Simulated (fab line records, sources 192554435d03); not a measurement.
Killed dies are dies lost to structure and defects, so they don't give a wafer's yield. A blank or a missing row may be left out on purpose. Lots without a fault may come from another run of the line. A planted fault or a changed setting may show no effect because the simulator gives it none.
fab line records | flow n5_finfet
record lots=6 wafers=18 last_day=17
route steps=1938 shown MOL_CONTACT_COAG@628 BEOL_M0_SAQP@632 BEOL_M4@1111
lots that met no fault: from a run of the same line without faults
start_h: hours from the record's first day to the start of the lot's first wafer shown | wait_h: hours since the lot's step before | " the same as in the row above | L1.1+2: a row that stands for several wafers | - no value, or no start given | * or withheld: withheld | < > ~ a bound
route shown NAME@n: a module of which the file shows steps, and the number in the route of the first | usual: mean/standard deviation of fault-free wafers | same: alike in all rows | chamber/n: place in a boat | sites: the reading at each site | _std_site: their standard deviation | _edge_site: outer sites' mean less inner sites' | radius_mm: how far each site lies from the wafer's centre | mask NAME#n: copy n | behind: the tool/chamber that last shaped the wafer | hold: why the lot was held/for how many hours/how that ended | device: the transistor (n, p or np) that didn't switch | end of line: the same wafers' tests at the end of the route | a step without rows: its recipe alone | killed: dies lost to structure and defects at the first sort, not the wafer's yield | map: a wafer's dies, x killed, . not, _ none there
set.NAME: the setting as run; set.NAME@STEP: as run at that earlier step | model.NAME: the simulator's own value behind a step, which no gauge read
lots at some steps of the route; a table a step, a row a wafer
services: from which hour (start_h, from the record's first day; less than 0 if before it) a tool's chamber was out of use, for how many hours, and why
## steps
# step N5_MOL_CONTACT_COAG_THK_MEAS_53
# recipe reads=SiO2_of_MOL_CONTACT_COAG_PECVD_31
# usual VIA_MOL_THK=43.8/0.76
# columns lot.wafer tool chamber start_h wait_h VIA_MOL_THK[nm]
L792.1 film_metro-02 - 150.76 - 43.0
L792.2 " - " " 42.6
L792.6 " - " " 43.7
L793.3 film_metro-02 - 151.38 - 43.9
L793.4 " - " " 45.3
L793.5 " - " " 44.7
L794.1 film_metro-01 - 155.60 - 42.9
L794.3 " - " " 42.6
L794.5 " - " " 43.8
L802.2 film_metro-02 - 201.87 - 43.1
L802.3 " - " " 43.7
L802.6 " - " " 44.0
L805.3 film_metro-02 - 221.01 - 43.9
L805.4 " - " " 44.7
L805.5 " - " " 44.2
L807.2 film_metro-02 - 236.12 - 43.2
L807.3 " - " " 43.4
L807.5 " - " " 44.3
# step N5_MOL_CONTACT_COAG_ANNEAL_112
# recipe temp_c=400 time_s=1800 ambient=HPD2 pressure_atm=10
# step N5_MOL_CONTACT_COAG_INSPECT_97
# recipe inspect_instrument=darkfield mode=post_anneal
# usual raw_defect_count=47/21
# columns lot.wafer tool chamber start_h wait_h raw_defect_count
L792.1 defect_inspect-01 - 153.82 0.0 22
L792.2 " - " " 25
L792.6 " - " " 26
L793.3 defect_inspect-02 - 156.87 0.1 29
L793.4 " - " " 40
L793.5 " - " " 48
L794.1 defect_inspect-01 - 159.82 0.0 67
L794.3 " - " " 44
L794.5 " - " " 52
L802.2 defect_inspect-01 - 207.19 0.0 39
L802.3 " - " " 32
L802.6 " - " " 54
L805.3 defect_inspect-02 - 224.10 0.1 16
L805.4 " - " " 39
L805.5 " - " " 24
L807.2 defect_inspect-01 - 242.11 0.0 79
L807.3 " - " " 41
L807.5 " - " " 56
# step N5_BEOL_M0_SAQP_PECVD_00
# recipe material=SiCN target_thk_a=80 temp_c=withheld precursor=3MS/NH3 pressure_torr=3 rf_w=202 time_s=14
# step N5_BEOL_M0_SAQP_ILD_DEP_01
# recipe material=SiOC target_thk_a=454.19 temp_c=350 precursor=DEMS/O2 pressure_torr=5 rf_w=500 time_s=8.7
# usual chamber_pressure_Torr=5.000/0.011 heater_power_outer_w=247/67 heater_power_w=454/110 rf_fwd_power_W=493.4/2.2 showerhead_plenum_p_Torr=5.695/0.019 susceptor_temp_C=350.01/0.22 throttle_valve_pct=11.6/0.59
# columns lot.wafer tool chamber start_h wait_h chamber_pressure_Torr heater_power_outer_w heater_power_w rf_fwd_power_W showerhead_plenum_p_Torr susceptor_temp_C throttle_valve_pct
L792.1 pecvd-04 2 154.18 0.0 4.995 178 329 488.4 5.645 349.86 11.5
L792.2 " 1 " " 5.000 317 592 493.5 5.696 350.03 11.7
L792.6 " 0 " " 5.011 184 317 497.7 5.703 350.01 11.2
L793.3 pecvd-02 0 157.19 0.0 5.004 217 404 495.2 5.726 350.22 11.9
L793.4 " 1 " " 5.011 280 481 490.1 5.707 350.07 12.2
L793.5 " 0 " " 5.001 229 399 494.8 5.714 350.43 12.0
L794.1 pecvd-02 0 160.17 0.0 4.997 204 374 494.6 5.721 350.03 12.1
L794.3 " 1 " " 5.005 196 379 491.9 5.702 349.76 12.3
L794.5 " 1 " " 5.013 200 383 492.0 5.699 350.09 12.3
L802.2 pecvd-02 1 207.53 0.0 4.989 250 467 491.5 5.703 349.93 12.3
L802.3 " 2 " " 5.017 358 628 495.2 5.687 349.74 10.6
L802.6 " 2 " " 5.004 366 657 495.2 5.693 349.97 10.6
L805.3 pecvd-02 2 224.42 0.0 5.008 338 601 493.9 5.692 350.26 10.4
L805.4 " 1 " " 5.003 249 454 491.4 5.706 350.01 12.3
L805.5 " 0 " " 5.021 199 382 495.5 5.726 350.10 12.1
L807.2 pecvd-02 2 242.46 0.0 4.997 366 640 497.0 5.695 349.93 10.8
L807.3 " 0 " " 4.985 161 326 493.2 5.725 350.12 11.8
L807.5 " 2 " " 5.000 356 615 495.3 5.681 349.94 10.7
# step N5_BEOL_M0_SAQP_HM_DEP_02
# recipe material=TiN target_thk_a=120 temp_c=25 chamber_pressure_pa=0.49996
# step N5_BEOL_M0_SAQP_PECVD_03
# recipe material=SiCN target_thk_a=120 temp_c=withheld precursor=3MS/NH3 pressure_torr=3 rf_w=202 time_s=21.1
# step N5_BEOL_M0_SAQP_PECVD_96
# recipe material=a-Si target_thk_a=450 temp_c=350 precursor=SiH4/He pressure_torr=3 rf_w=100 time_s=45.2
# usual chamber_pressure_Torr=3.000/0.0064 heater_power_w=598/110 rf_fwd_power_W=99.2/0.37 showerhead_plenum_p_Torr=5.66/0.064 susceptor_temp_C=349.97/0.21 throttle_valve_pct=17.8/0.77
# columns lot.wafer tool chamber start_h wait_h chamber_pressure_Torr heater_power_w rf_fwd_power_W showerhead_plenum_p_Torr susceptor_temp_C throttle_valve_pct
L792.1 pecvd-01 0 155.26 0.0 2.996 676 99.0 5.67 349.74 18.4
L792.2 " 1 " " 2.995 741 99.2 5.65 349.53 18.9
L792.6 " 2 " " 3.011 535 99.0 5.68 350.01 17.2
L793.3 pecvd-04 1 157.39 0.0 2.996 724 99.9 5.68 349.84 18.1
L793.4 " 1 " " 2.985 749 99.7 5.68 349.80 17.4
L793.5 " 0 " " 3.002 461 98.8 5.70 349.92 17.4
L794.1 pecvd-04 2 160.78 0.0 3.000 530 98.4 5.50 349.62 17.6
L794.3 " 0 " " 2.999 417 99.3 5.71 349.70 17.4
L794.5 " 2 " " 2.996 528 98.5 5.50 349.88 17.6
L802.2 pecvd-01 1 208.06 0.0 3.001 726 99.6 5.66 350.10 19.0
L802.3 " 2 " " 2.994 504 98.7 5.68 350.00 17.6
L802.6 " 1 " " 2.999 737 99.5 5.65 350.37 18.8
L805.3 pecvd-01 2 228.38 0.0 3.002 513 98.9 5.69 349.70 17.7
L805.4 " 2 " " 2.993 522 98.9 5.67 349.79 17.8
L805.5 " 0 " " 2.985 664 99.4 5.67 350.03 18.0
L807.2 pecvd-04 1 246.23 0.0 2.989 751 99.2 5.68 349.86 17.6
L807.3 " 0 " " 2.993 473 99.1 5.71 350.26 17.5
L807.5 " 1 " " 2.995 733 99.5 5.68 349.59 18.1
# step N5_BEOL_M0_SAQP_PECVD_97
# recipe material=SiNx target_thk_a=230 temp_c=350 precursor=SiH4/NH3/N2 pressure_torr=1.5 rf_w=300 time_s=19.9
# step N5_BEOL_M0_SAQP_PECVD_04
# recipe material=a-Si target_thk_a=600 temp_c=350 precursor=SiH4/He pressure_torr=3 rf_w=100 time_s=60.2
# step N5_BEOL_M0_SAQP_THK_MEAS_05
# usual thk_nm=60.1/0.81
# columns lot.wafer tool chamber start_h wait_h thk_nm
L792.1 film_metro-02 - 155.44 0.1 60.0
L792.2 " - " " 58.9
L792.6 " - " " 59.5
L793.3 film_metro-01 - 157.57 0.1 60.2
L793.4 " - " " 60.5
L793.5 " - " " 61.4
L794.1 film_metro-01 - 160.96 0.1 58.7
L794.3 " - " " 59.0
L794.5 " - " " 59.3
L802.2 film_metro-01 - 208.24 0.1 59.5
L802.3 " - " " 59.1
L802.6 " - " " 60.5
L805.3 film_metro-02 - 228.57 0.1 58.9
L805.4 " - " " 60.3
L805.5 " - " " 61.2
L807.2 film_metro-02 - 246.41 0.1 59.4
L807.3 " - " " 60.0
L807.5 " - " " 61.0
# step N5_BEOL_M0_SAQP_HM_DEP_111
# recipe material=SiO2 target_thk_a=120 temp_c=400 precursor=SiH4/N2O pressure_torr=0.75 rf_w=275 time_s=7.2
# usual chamber_pressure_Torr=0.7501/0.0016 heater_power_outer_w=440/87 heater_power_w=727/150 rf_fwd_power_W=272.7/1.1 showerhead_plenum_p_Torr=8.12/0.19 susceptor_temp_C=400.01/0.21
# columns lot.wafer tool chamber start_h wait_h chamber_pressure_Torr heater_power_outer_w heater_power_w rf_fwd_power_W showerhead_plenum_p_Torr susceptor_temp_C
L792.1 pecvd-04 0 155.48 0.0 0.7505 334 516 273.3 8.25 399.71
L792.2 " 1 " " 0.7491 446 796 274.2 8.19 400.05
L792.6 " 2 " " 0.7489 382 587 271.0 7.72 400.29
L793.3 pecvd-02 1 157.61 0.0 - - - - - -
L793.4 " 1 " " - - - - - -
L793.5 " 2 " " - - - - - -
L794.1 pecvd-02 0 161.00 0.0 - - - - - -
L794.3 " 2 " " - - - - - -
L794.5 " 0 " " - - - - - -
L802.2 pecvd-02 1 208.28 0.0 0.7517 427 688 270.1 8.19 400.34
L802.3 " 2 " " 0.7494 534 903 270.8 8.15 399.56
L802.6 " 0 " " 0.7536 390 637 274.1 8.35 400.08
L805.3 pecvd-04 1 228.61 0.0 0.7490 562 927 272.1 8.16 399.90
L805.4 " 2 " " 0.7485 333 562 272.3 7.71 400.15
L805.5 " 1 " " 0.7500 559 930 272.5 8.19 400.16
L807.2 pecvd-02 2 246.45 0.0 0.7502 492 830 271.4 8.17 400.15
L807.3 " 0 " " 0.7494 356 603 272.5 8.34 400.24
L807.5 " 2 " " 0.7537 491 851 271.9 8.15 399.99
# step N5_BEOL_M0_SAQP_COAT_81
# recipe resist=SOC temp_c=250 time_s=60 spin_rpm=1500 resist_thk_nm=100
# step N5_BEOL_M0_SAQP_COAT_82
# recipe resist=SiARC temp_c=220 time_s=60 spin_rpm=1500 resist_thk_nm=30
# step N5_BEOL_M0_SAQP_COAT_08
# recipe resist=CAR-ArF spin_rpm=1500 resist_thk_nm=90
# step N5_BEOL_M0_SAQP_EBR_10
# recipe solvent=PGMEA ebr_width_mm=1.5
# step N5_BEOL_M0_SAQP_SOFTBAKE_09
# recipe temp_c=110 time_s=60 resist=CAR-ArF
# step N5_BEOL_M0_SAQP_EXPOSE_11
# recipe mask_id=M0_CORE na=1.35 source_shape=dipole sigma_inner=0.538 sigma_outer=0.738 polarization=te target_cd_nm=42 dose_mj=55
# step N5_BEOL_M0_SAQP_PEB_12
# recipe peb_temp_c=withheld peb_time_s=60 resist=CAR-ArF
# step N5_BEOL_M0_SAQP_DEVELOP_13
# recipe develop_time_s=30 developer=TMAH resist=CAR-ArF dev_temp_c=23 rinse_liquid=diw dry=air_spin
# step N5_BEOL_M0_SAQP_CD_MEAS_14
# recipe target_cd_nm=42.5 landing_energy_ev=500 detector=se_inlens
# usual cd_nm=42.5/0.35
# columns lot.wafer tool chamber start_h wait_h cd_nm
L792.1 cd_sem-03 0 155.80 - 42.5
L792.2 " 0 " " 43.3
L792.6 " 0 " " 42.6
L793.3 cd_sem-01 0 158.06 - 42.7
L793.4 " 0 " " 42.6
L793.5 " 0 " " 42.3
L794.1 cd_sem-02 0 161.44 - 42.8
L794.3 " 0 " " 42.5
L794.5 " 0 " " 42.2
L802.2 cd_sem-02 0 208.60 - 42.6
L802.3 " 0 " " 42.1
L802.6 " 0 " " 41.8
L805.3 cd_sem-03 0 229.06 - 42.8
L805.4 " 0 " " 43.5
L805.5 " 0 " " 42.7
L807.2 cd_sem-02 0 246.89 - 42.4
L807.3 " 0 " " 42.9
L807.5 " 0 " " 42.4
# step N5_BEOL_M0_SAQP_OVL_MEAS_15
# recipe points_per_wafer=44
# usual M0_CORE_OVL=-0.4/0.71
# columns lot.wafer tool chamber start_h wait_h M0_CORE_OVL[nm]
L792.1 overlay-01 0 155.83 0.0 -0.2
L792.2 " 0 " " 0.3
L792.6 " 0 " " 0.9
L793.3 overlay-02 0 158.08 0.0 -0.4
L793.4 " 0 " " -0.1
L793.5 " 0 " " 0.6
L794.1 overlay-02 0 161.47 0.0 -0.4
L794.3 " 0 " " -0.5
L794.5 " 0 " " 0.2
L802.2 overlay-02 0 208.63 0.0 0.5
L802.3 " 0 " " -0.2
L802.6 " 0 " " -0.1
L805.3 overlay-02 0 229.08 0.0 -0.9
L805.4 " 0 " " -0.4
L805.5 " 0 " " -1.1
L807.2 overlay-02 0 246.92 0.0 -0.8
L807.3 " 0 " " -0.4
L807.5 " 0 " " -0.7
# step N5_BEOL_M0_SAQP_INSPECT_16
# recipe mode=adi inspect_instrument=brightfield
# usual raw_defect_count=495/100
# columns lot.wafer tool chamber start_h wait_h raw_defect_count
L792.1 defect_inspect-01 - 155.86 0.0 559
L792.2 " - " " 367
L792.6 " - " " 434
L793.3 defect_inspect-01 - 158.11 0.0 301
L793.4 " - " " 241
L793.5 " - " " 284
L794.1 defect_inspect-01 - 161.50 0.0 383
L794.3 " - " " 725
L794.5 " - " " 551
L802.2 defect_inspect-01 - 208.66 0.0 744
L802.3 " - " " 536
L802.6 " - " " 704
L805.3 defect_inspect-02 - 229.11 0.0 462
L805.4 " - " " 412
L805.5 " - " " 482
L807.2 defect_inspect-01 - 246.95 0.0 648
L807.3 " - " " 342
L807.5 " - " " 570
# step N5_BEOL_M0_SAQP_DESCUM_19
# recipe chemistry=O2 time_s=7.9 source_power_w=50 bias_power_w=20 pressure_mtorr=20 rf_frequency_hz=2.712e+07 temp_c=40 resist=CAR-ArF o2_flow_sccm=225
# step N5_BEOL_M0_SAQP_ETCH_83
# recipe chemistry=CF4 target=SiARC target_depth_a=390 mask_material=CAR-ArF time_s=65 ion_energy_ev=80 pressure_mtorr=40 source_w=545 bias_w=36 Ar_flow_sccm=100 cf4_flow_sccm=100 ends=cleared
# step N5_BEOL_M0_SAQP_ETCH_84
# recipe chemistry=N2/H2 target=SOC target_depth_a=1000 overetch_a=200 mask_material=SiARC temp_c=40 time_s=150 ion_energy_ev=200 pressure_mtorr=30 source_w=840 bias_w=150 n2_flow_sccm=200 h2_flow_sccm=200
# step N5_BEOL_M0_SAQP_STRIP_80
# recipe chemistry=N2/H2 temp_c=40 n2_flow_sccm=200 h2_flow_sccm=200 rf_frequency_hz=6e+07
# step N5_BEOL_M0_SAQP_HM_OPEN_112
# recipe chemistry=CHF3/O2 target=SiO2 stop_on=a-Si target_depth_a=120 over_etch_frac=1.25 mask_material=SOC time_s=13.5 pressure_mtorr=30 source_w=650 bias_w=170 Ar_flow_sccm=200 CHF3_flow_sccm=50 O2_flow_sccm=5 ion_energy_ev=200 ends=end_point
# usual drypump_motor_current_A=5.53/0.26 oes_product_au=0.51/0.056 rf_fwd_power_W=644.0/2.6 rf_vpp_V=524/11 showerhead_plenum_p_Torr=2.42/0.078 throttle_valve_pct=18.8/0.3
# columns lot.wafer tool chamber start_h wait_h drypump_motor_current_A oes_product_au rf_fwd_power_W rf_hours_counter_h rf_vpp_V showerhead_plenum_p_Torr throttle_valve_pct model.etch.depth_nm
L792.1 rie_diel-01 3 156.46 0.0 5.16 0.56 639.6 46 521 2.46 19.1 11.73
L792.2 " 2 " " 5.75 0.45 648.0 226 536 2.49 19.4 11.96
L792.6 " 2 " " 5.75 0.45 647.7 - 535 2.49 19.4 11.89
L793.3 rie_diel-02 3 158.38 0.0 5.30 0.29 643.2 148 518 2.31 18.8 0
L793.4 " 1 " " 5.65 0.31 645.6 54 531 2.34 18.7 0
L793.5 " 3 " " 5.35 0.29 642.8 - 519 2.31 18.8 0
L794.1 rie_diel-01 3 161.72 0.0 5.18 0.33 639.1 48 520 2.46 19.0 0
L794.3 " 0 " " 5.44 0.29 645.1 146 504 2.31 18.8 0
L794.5 " 1 " " 5.48 0.26 643.5 - 523 2.47 18.7 0
L802.2 rie_diel-01 0 208.88 0.0 5.41 0.50 644.3 162 503 2.31 18.9 11.92
L802.3 " 3 " " 5.16 0.55 636.9 63 520 2.45 19.1 11.92
L802.6 " 2 " " 5.77 0.45 645.4 - 536 2.49 19.4 12.05
L805.3 rie_diel-06 2 229.33 0.0 5.43 0.46 639.9 194 504 2.48 18.6 11.77
L805.4 " 3 " " 5.87 0.55 646.3 82 528 2.56 18.6 12.1
L805.5 " 0 " " 5.78 0.45 641.0 - 515 2.39 19.2 12.16
L807.2 rie_diel-06 3 247.17 0.0 5.91 0.54 644.6 88 530 2.56 18.6 11.77
L807.3 " 2 " " 5.42 0.47 643.0 200 504 2.48 18.6 11.88
L807.5 " 3 " " 5.89 0.54 645.5 - 529 2.56 18.6 12.06
# step N5_BEOL_M0_SAQP_STRIP_113
# recipe chemistry=CHF3/O2 resist=SiARC rf_frequency_hz=6e+07
# step N5_BEOL_M0_SAQP_MANDREL_ETCH_20
# recipe target_depth_a=600 chemistry=HBr/Cl2 target=a-Si stop_on=SiNx bt_time_s=10 mask_material=SOC over_etch_frac=0.5 time_s=30 pressure_mtorr=10 icp_w=800 bias_w=75 HBr_flow_sccm=150 Cl2_flow_sccm=80 ends=end_point
# step N5_BEOL_M0_SAQP_STRIP_86
# recipe chemistry=N2/H2 power_w=500 temp_c=40 pressure_mtorr=50 rf_frequency_hz=6e+07 overash_fraction=0.3 bias_power_w=28 h2_frac=0.5 n2_flow_sccm=300 h2_flow_sccm=300
# step N5_BEOL_M0_SAQP_STRIP_115
# recipe chemistry=post_etch_residue_remover time_s=60 temp_c=25 remover_ph=withheld remover_water_wt_pct=withheld remover_fluoride_wt_pct=withheld
# step N5_BEOL_M0_SAQP_SRD_93
# recipe dry=ipa_marangoni time_s=30 temp_c=23 rinse_liquid=diw
# step N5_BEOL_M0_SAQP_RECESS_114
# recipe chemistry=HF/NH3 target=SiO2 target_depth_a=144 afs_cycles=3 temp_c=30 sublimation_temp_c=180 sublimation_time_s=60
# usual drypump_motor_current_A=5.8/0.34
# columns lot.wafer tool chamber start_h wait_h drypump_motor_current_A
L792.1 vapor_etch-01 0 156.79 0.0 6.0
L792.2 " 1 " " 5.9
L792.6 " 1 " " 5.9
L793.3 vapor_etch-01 0 158.93 0.1 6.0
L793.4 " 1 " " 5.9
L793.5 " 1 " " 5.9
L794.1 vapor_etch-01 0 162.04 0.0 6.0
L794.3 " 0 " " 6.0
L794.5 " 0 " " 6.0
L802.2 vapor_etch-01 0 209.19 0.0 6.0
L802.3 " 1 " " 5.9
L802.6 " 0 " " 6.0
L805.3 vapor_etch-02 0 229.81 0.1 5.2
L805.4 " 1 " " 5.3
L805.5 " 1 " " 5.2
L807.2 vapor_etch-02 0 247.52 0.0 5.2
L807.3 " 1 " " 5.2
L807.5 " 1 " " 5.2
# step N5_BEOL_M0_SAQP_SPACER1_ALD_98
# recipe material=SiO2 target_thk_a=128 temp_c=300 ald_precursor_family=BDEAS ald_co_reactant=O2-plasma pulse_time_s=1 purge_time_s=2 co_reactant_purge_time_s=2 ald_cycles=138 pressure_torr=2
# step N5_BEOL_M0_SAQP_SPACER1_ETCHBACK_99
# recipe chemistry=CHF3/O2 mode=anisotropic_etchback target=SiO2 target_depth_a=154 time_s=7.7 pressure_mtorr=30 source_w=650 bias_w=170 Ar_flow_sccm=200 CHF3_flow_sccm=50 O2_flow_sccm=5 ion_energy_ev=200
# usual drypump_motor_current_A=5.50/0.25 oes_product_au=0.78/0.086 rf_fwd_power_W=644.9/2.7 rf_vpp_V=523/12 showerhead_plenum_p_Torr=2.43/0.077 throttle_valve_pct=18.9/0.3
# columns lot.wafer tool chamber start_h wait_h drypump_motor_current_A oes_product_au rf_fwd_power_W rf_hours_counter_h rf_vpp_V showerhead_plenum_p_Torr throttle_valve_pct
L792.1 rie_diel-01 1 158.04 0.5 5.49 0.69 647.3 246 525 2.47 18.8
L792.2 " 2 " " 5.74 0.69 646.6 227 536 2.49 19.5
L792.6 " 2 " " 5.76 0.68 647.5 - 535 2.49 19.4
L793.3 rie_diel-01 3 159.75 0.3 5.15 0.85 640.2 48 520 2.46 19.2
L793.4 " 0 " " 5.41 0.77 647.1 146 503 2.31 18.9
L793.5 " 1 " " 5.46 0.69 646.3 - 525 2.47 18.8
L794.1 rie_diel-02 2 162.90 0.3 5.82 0.85 644.6 70 541 2.43 18.4
L794.3 " 3 " " 5.33 0.77 643.1 149 519 2.31 18.9
L794.5 " 3 " " 5.31 0.77 643.8 - 518 2.31 18.9
L802.2 rie_diel-01 1 210.77 0.3 5.47 0.98 646.5 10 524 2.46 18.4
L802.3 " 0 " " 5.40 0.75 644.7 163 505 2.31 19.0
L802.6 " 0 " " 5.40 0.74 644.4 - 504 2.31 19.0
L805.3 rie_diel-01 3 230.79 0.3 5.16 0.82 642.5 69 521 2.45 19.2
L805.4 " 1 " " 5.49 0.96 648.7 15 522 2.46 18.4
L805.5 " 3 " " 5.17 0.83 643.6 - 519 2.45 19.2
L807.2 rie_diel-06 0 248.38 0.3 5.81 0.67 647.7 249 514 2.39 19.2
L807.3 " 2 " " 5.40 0.72 641.5 200 505 2.48 18.7
L807.5 " 2 " " 5.44 0.71 646.0 - 505 2.48 18.7
# step N5_BEOL_M0_SAQP_MANDREL1_REMOVE_100
# recipe chemistry=HBr/Cl2/O2 bt_time_s=10 target=a-Si stop_on=SiNx endpoint=OES-SiCl over_etch_frac=0.85 icp_w=600 bias_w=30 HBr_flow_sccm=150 Cl2_flow_sccm=80 O2_flow_sccm=5 pressure_mtorr=10
# usual drypump_motor_current_A=5.6/0.43 oes_product_au=0.999/0.016 rf_fwd_power_W=596.6/2.2 throttle_valve_pct=36.64/0.18
# columns lot.wafer tool chamber start_h wait_h drypump_motor_current_A oes_product_au rf_fwd_power_W rf_hours_counter_h throttle_valve_pct
L792.1 rie_si-02 1 158.13 0.1 6.4 1.021 595.8 180 36.85
L792.2 " 2 " " 5.3 0.989 596.0 106 36.62
L792.6 " 0 " " 5.0 1.021 598.7 - 36.64
L793.3 rie_si-03 0 159.84 0.1 5.5 0.991 596.4 48 36.86
L793.4 " 2 " " 5.7 0.990 595.4 129 36.74
L793.5 " 1 " " 6.0 1.002 594.6 - 36.88
L794.1 rie_si-03 2 162.98 0.1 5.7 0.979 595.9 129 36.75
L794.3 " 1 " " 6.1 0.992 596.1 154 36.90
L794.5 " 1 " " 6.1 1.002 592.7 - 36.88
L802.2 rie_si-02 1 210.86 0.1 6.4 1.027 594.7 181 36.85
L802.3 " 2 " " 5.3 0.988 594.1 107 36.61
L802.6 " 1 " " 6.4 1.017 595.4 - 36.84
L805.3 rie_si-04 0 230.88 0.1 5.2 0.996 596.2 143 36.55
L805.4 " 1 " " 5.5 0.987 595.0 178 36.60
L805.5 " 3 " " 5.8 1.004 592.1 - 36.21
L807.2 rie_si-04 1 248.47 0.1 5.5 0.980 595.2 178 36.61
L807.3 " 2 " " 5.4 0.980 596.2 103 36.60
L807.5 " 0 " " 5.2 0.987 601.3 - 36.56
# step N5_BEOL_M0_SAQP_CD_MEAS_25
# recipe target_cd_nm=13.1 landing_energy_ev=1000 detector=se_inlens
# usual cd_nm=12.90/0.22
# columns lot.wafer tool chamber start_h wait_h cd_nm
L792.1 cd_sem-03 0 158.24 0.1 12.92
L792.2 " 0 " " 12.56
L792.6 " 0 " " 13.05
L793.3 cd_sem-01 0 159.95 0.1 -
L793.4 " 0 " " -
L793.5 " 0 " " -
L794.1 cd_sem-03 0 163.09 0.1 -
L794.3 " 0 " " -
L794.5 " 0 " " -
L802.2 cd_sem-01 0 210.97 0.1 13.02
L802.3 " 0 " " 13.24
L802.6 " 0 " " 12.70
L805.3 cd_sem-03 0 230.99 0.1 12.75
L805.4 " 0 " " 13.17
L805.5 " 0 " " 12.94
L807.2 cd_sem-01 0 248.58 0.1 12.82
L807.3 " 0 " " 12.87
L807.5 " 0 " " 12.92
# step N5_BEOL_M0_SAQP_ETCH_101
# recipe chemistry=CH3F/O2 target=SiNx mask_material=SiO2 target_depth_a=299 time_s=42.7 pressure_mtorr=30 source_w=395 bias_w=73 Ar_flow_sccm=150 CH3F_flow_sccm=30 O2_flow_sccm=20 ion_energy_ev=120
# step N5_BEOL_M4_RC_MEAS_101
# usual DIBL_N=36.6/1.7 DIBL_P=36.7/2 IOFF_N=0.16/0.033 IOFF_P=0.22/0.04 ION_N=673/12 ION_P=463/7.9 SS_N=71.7/0.58 SS_P=73.3/0.64 VT_N=249/3.3 VT_P=-249/3.1
# columns lot.wafer tool chamber start_h wait_h DIBL_N[mV/V] DIBL_P[mV/V] IOFF_N[nA/um] IOFF_P[nA/um] ION_N[uA/um] ION_P[uA/um] SS_N[mV/dec] SS_P[mV/dec] VT_N[mV] VT_P[mV]
L792.1 prober-02 0 206.56 0.0 34.1 32.6 0.11 0.15 656 453 70.8 72.4 254 -256
L792.2 " 0 " " 38.9 38.4 0.20 0.25 688 468 72.2 73.7 246 -250
L792.6 " 0 " " 36.7 34.6 0.15 0.19 677 458 71.5 72.3 249 -252
L802.2 prober-02 0 279.39 0.2 39.2 40.0 0.22 0.30 682 471 72.0 73.8 243 -247
L802.3 " 0 " " 37.0 37.4 0.18 0.24 672 460 72.1 73.4 249 -247
L802.6 " 0 " " 37.1 36.5 0.17 0.24 679 464 71.9 73.1 246 -247
L805.3 prober-02 0 302.41 0.3 33.0 33.7 0.11 0.15 670 462 70.5 72.2 251 -254
L805.4 " 0 " " 34.4 35.3 0.12 0.17 654 451 71.3 73.1 254 -254
L805.5 " 0 " " 37.4 40.3 0.19 0.25 689 476 71.6 74.2 248 -248
L807.2 prober-02 0 314.12 0.2 39.2 41.4 0.23 0.29 689 466 73.0 74.5 243 -247
L807.3 " 0 " " 37.3 38.4 0.19 0.23 685 463 72.0 73.6 245 -250
L807.5 " 0 " " 35.0 36.1 0.14 0.19 670 458 71.7 73.1 252 -251
## services
# columns tool chamber start_h hours kind
vapor_etch-02 - 134.11 19.1 repair
rie_si-03 3 142.38 10.6 repair
rie_diel-02 3 142.67 1.8 repair
rie_diel-01 2 164.28 2.8 repair
rie_si-02 1 164.90 16.7 repair
rie_diel-01 1 168.11 - clean
rie_diel-01 1 168.11 - consumable_replace:focus_ring
rie_diel-01 1 168.11 13.9 scheduled_down
rie_diel-01 1 168.11 13.9 vent_cycle
rie_si-03 0 211.76 5.2 repair
pecvd-04 - 217.39 1.0 repair
pecvd-01 1 221.11 2.1 scheduled_down
pecvd-02 0 227.39 2.1 scheduled_down
rie_si-03 1 228.45 8.6 repair
rie_diel-02 0 233.89 - clean
rie_diel-02 0 233.89 - consumable_replace:focus_ring
rie_diel-02 0 233.89 14.9 scheduled_down
rie_diel-01 2 235.33 5.0 repair
rie_diel-01 2 242.52 - clean
rie_diel-01 2 242.52 - consumable_replace:focus_ring
rie_diel-01 2 242.52 17.4 scheduled_down
rie_diel-01 2 242.52 17.4 vent_cycle
rie_diel-02 1 243.32 8.0 repair
pecvd-01 - 245.54 0.4 repair
## key
first_sign step=N5_BEOL_M0_SAQP_HM_DEP_111 reading=tool_record direction=missing
effect step=N5_BEOL_M0_SAQP_HM_OPEN_112 reading=oes_product_au direction=down sigmas=3.8 usual=0.51 struck=0.30
effect step=N5_BEOL_M0_SAQP_CD_MEAS_25 reading=cd_nm direction=missing
model_effect step=N5_BEOL_M0_SAQP_HM_OPEN_112 value=etch.depth_nm without=12.14 struck=0
met_at N5_BEOL_M0_SAQP_HM_DEP_111
struck_wafers L793.3,L793.4,L793.5,L794.1,L794.3,L794.5
later_rows_left_out L793.3,L793.4,L793.5,L794.1,L794.3,L794.5
sort_left_out L793.3,L793.4,L793.5,L794.1,L794.3,L794.5
fault kind=skipped_step_whole tool=pecvd-02 chamber=- onset_h=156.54 steps=N5_BEOL_M0_SAQP_HM_DEP_111 scope=struck_lots_only
# sort_left_out: the simulated sort isn't trusted on such a fault, so these wafers' sort isn't shown, and their yield isn't known
# later_rows_left_out: the simulator's readings of these wafers behind a module that went badly wrong aren't trusted and aren't shown, but for the sort
